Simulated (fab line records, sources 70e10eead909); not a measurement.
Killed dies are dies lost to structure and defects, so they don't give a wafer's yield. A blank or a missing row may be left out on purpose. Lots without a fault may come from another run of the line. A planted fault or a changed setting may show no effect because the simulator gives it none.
Which tool did it? | flow nand_harc | 12 lots, 36 wafers sampled, at 4 steps of a route of 1159

WHAT THE GAUGES READ, wafer by wafer
NHARC_P_START_INSPECT_01. Usual: raw_defect_count 3.6, standard deviation 2.1.
lot  | measured    | on                | raw_defect_count | flag
L592 | day 1 12:02 | defect_inspect-01 | 7 2 2            |
L593 | day 1 18:02 | defect_inspect-01 | 5 6 5            |
L596 | day 2 12:02 | defect_inspect-01 | 4 8 4            |
L597 | day 2 18:02 | defect_inspect-01 | 8 4 7            |
L598 | day 3 00:02 | defect_inspect-02 | 2 4 8            |
L604 | day 4 12:02 | defect_inspect-01 | 1 6 3            |
L605 | day 4 18:03 | defect_inspect-02 | 2 0 5            |
L606 | day 5 00:03 | defect_inspect-02 | 3 5 2            |
L608 | day 5 12:02 | defect_inspect-01 | 2 3 5            |
L612 | day 6 12:02 | defect_inspect-01 | 4 1 3            |
L614 | day 7 00:02 | defect_inspect-02 | 4 6 2            |
L615 | day 7 06:02 | defect_inspect-01 | 6 3 6            |

NHARC_P_ZERO_WELL_CD_MEAS_37: target cd 720 nm. Usual: cd_nm 720.5 nm, standard deviation 2.2.
lot  | measured    | on        | cd_nm (nm)        | flag
L592 | day 1 16:05 | cd_sem-01 | 722.9 718.4 721.6 |
L593 | day 1 22:13 | cd_sem-02 | 720.6 716.0 715.8 |
L596 | day 2 16:08 | cd_sem-03 | 741.6 743.2 739.6 | OFF
L597 | day 2 22:13 | cd_sem-01 | 718.1 719.7 722.2 |
L598 | day 3 04:08 | cd_sem-01 | 739.5 741.5 738.5 | OFF
L604 | day 4 16:07 | cd_sem-03 | 718.7 719.2 723.7 |
L605 | day 4 22:17 | cd_sem-03 | 719.5 720.7 723.6 |
L606 | day 5 04:06 | cd_sem-01 | 721.5 721.8 718.3 |
L608 | day 5 16:17 | cd_sem-03 | 722.9 723.6 726.4 |
L612 | day 6 16:14 | cd_sem-03 | 718.1 722.0 721.7 |
L614 | day 7 04:08 | cd_sem-02 | 721.2 718.0 720.8 |
L615 | day 7 10:05 | cd_sem-03 | 724.2 721.5 719.5 |

WHICH TOOL RAN EACH LOT (tool, then ch and the chambers of the sampled wafers, then the start)
lot  | NHARC_P_ZERO_WELL_ETCH_63       | NHARC_P_ZERO_WELL_EXPOSE_34
L592 | rie_si-04 ch 1,2,3, day 1 13:39 | krf_scanner-01 ch 0, day 1 15:56
L593 | rie_si-02 ch 1,2,3, day 1 19:38 | krf_scanner-03 ch 0, day 1 22:04
L596 | rie_si-06 ch 0,2, day 2 13:40   | krf_scanner-01 ch 0, day 2 15:58
L597 | rie_si-02 ch 0,1,2, day 2 19:41 | krf_scanner-03 ch 0, day 2 22:04
L598 | rie_si-04 ch 2,3, day 3 01:40   | krf_scanner-01 ch 0, day 3 03:59
L604 | rie_si-06 ch 1,3, day 4 13:33   | krf_scanner-02 ch 0, day 4 15:57
L605 | rie_si-04 ch 1,2,3, day 4 19:40 | krf_scanner-02 ch 0, day 4 22:08
L606 | rie_si-06 ch 1,2,3, day 5 01:32 | krf_scanner-03 ch 0, day 5 03:56
L608 | rie_si-04 ch 0,1,2, day 5 13:43 | krf_scanner-02 ch 0, day 5 16:08
L612 | rie_si-06 ch 1,2, day 6 13:41   | krf_scanner-02 ch 0, day 6 16:05
L614 | rie_si-04 ch 0,1,2, day 7 01:40 | krf_scanner-03 ch 0, day 7 03:58
L615 | rie_si-06 ch 0,1,2, day 7 07:34 | krf_scanner-02 ch 0, day 7 09:56
- NHARC_P_ZERO_WELL_ETCH_63: etches the open film in HBr/Cl2, target depth 120 nm, time 40.1 s.
- NHARC_P_ZERO_WELL_EXPOSE_34: exposes mask P PWELL, target cd 720 nm.

WHAT THE TOOLS THEMSELVES READ (means of the sampled wafers that have a number; where no wafer has one, the mark that the record gives instead)
NHARC_P_ZERO_WELL_ETCH_63. Usual: drypump_motor_current_A 5.6 A, standard deviation 0.42; oes_product_au 0.999 a.u., standard deviation 0.014; throttle_valve_pct 26.405 %, standard deviation 0.0093.
lot  | tool      | drypump_motor_current_A (A) | oes_product_au (a.u.) | throttle_valve_pct (%) | flag
L592 | rie_si-04 | 6.0                         | 0.992                 | 26.403                 |
L593 | rie_si-02 | 5.7                         | 0.986                 | 26.401                 |
L596 | rie_si-06 | 5.6                         | 1.009                 | 26.402                 |
L597 | rie_si-02 | 5.5                         | 1.003                 | 26.395                 |
L598 | rie_si-04 | 6.1                         | 0.995                 | 26.399                 |
L604 | rie_si-06 | 5.1                         | 0.993                 | 26.417                 |
L605 | rie_si-04 | 6.0                         | 0.990                 | 26.403                 |
L606 | rie_si-06 | 5.2                         | 1.004                 | 26.410                 |
L608 | rie_si-04 | 5.7                         | 0.996                 | 26.419                 |
L612 | rie_si-06 | 5.5                         | 1.017                 | 26.405                 |
L614 | rie_si-04 | 5.7                         | 1.006                 | 26.410                 |
L615 | rie_si-06 | 5.6                         | 0.997                 | 26.402                 |

NHARC_P_ZERO_WELL_EXPOSE_34. Usual: exposure_dose_mJ_cm2 22.315, standard deviation 0.022.
lot  | tool           | exposure_dose_mJ_cm2 | flag
L592 | krf_scanner-01 | 22.317               |
L593 | krf_scanner-03 | 22.317               |
L596 | krf_scanner-01 | 25.254               | OFF
L597 | krf_scanner-03 | 22.315               |
L598 | krf_scanner-01 | 25.201               | OFF
L604 | krf_scanner-02 | 22.335               |
L605 | krf_scanner-02 | 22.295               |
L606 | krf_scanner-03 | 22.333               |
L608 | krf_scanner-02 | 22.322               |
L612 | krf_scanner-02 | 22.288               |
L614 | krf_scanner-03 | 22.309               |
L615 | krf_scanner-02 | 22.338               |

THE ANSWER, worked out from the rows above alone
Rule: a lot is off if the mean of its wafers that have a number lies more than 3 standard deviations from the usual mean. A lot without any number at a reading at which 4 lots or more have one is off too. The other lots that the step has rows for count as sound. The gauges are gone through in route order, then the tools' own readings, and for those a lot's mean is taken as printed above. The first step at which some lot is off is used, and at that step the reading that is off furthest; a lot without a number counts as furthest.
Off: L596, L598, at NHARC_P_ZERO_WELL_CD_MEAS_37 (cd_nm).
A tool fits if, at a process step before that reading, it ran every lot that is off, and no sound lot after the first of them. The gauges at NHARC_P_ZERO_WELL_CD_MEAS_37 aren't tried: what is off there is off at NHARC_P_ZERO_WELL_EXPOSE_34 too, on other tools, and a gauge's error can't cause that. One fits: krf_scanner-01 at NHARC_P_ZERO_WELL_EXPOSE_34. Its last sound lot is L592 (day 1 15:56), its first lot that is off L596 (day 2 15:58): a fault that began between those two fits.
The tool's own readings at NHARC_P_ZERO_WELL_EXPOSE_34 bear it out: on the lots that are off they differ by more than 5 times the standard deviation of the sound lots' means. exposure_dose_mJ_cm2 reads 25.227 there against 22.317 on the sound lots.

WHAT THE SIMULATOR HAD PUT IN
Process parameter drift: krf_scanner-01, from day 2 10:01 on, at NHARC_P_ZERO_WELL_EXPOSE_34. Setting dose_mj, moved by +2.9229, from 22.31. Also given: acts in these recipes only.
Lots struck among those shown: L596, L598. The rule above found the same.
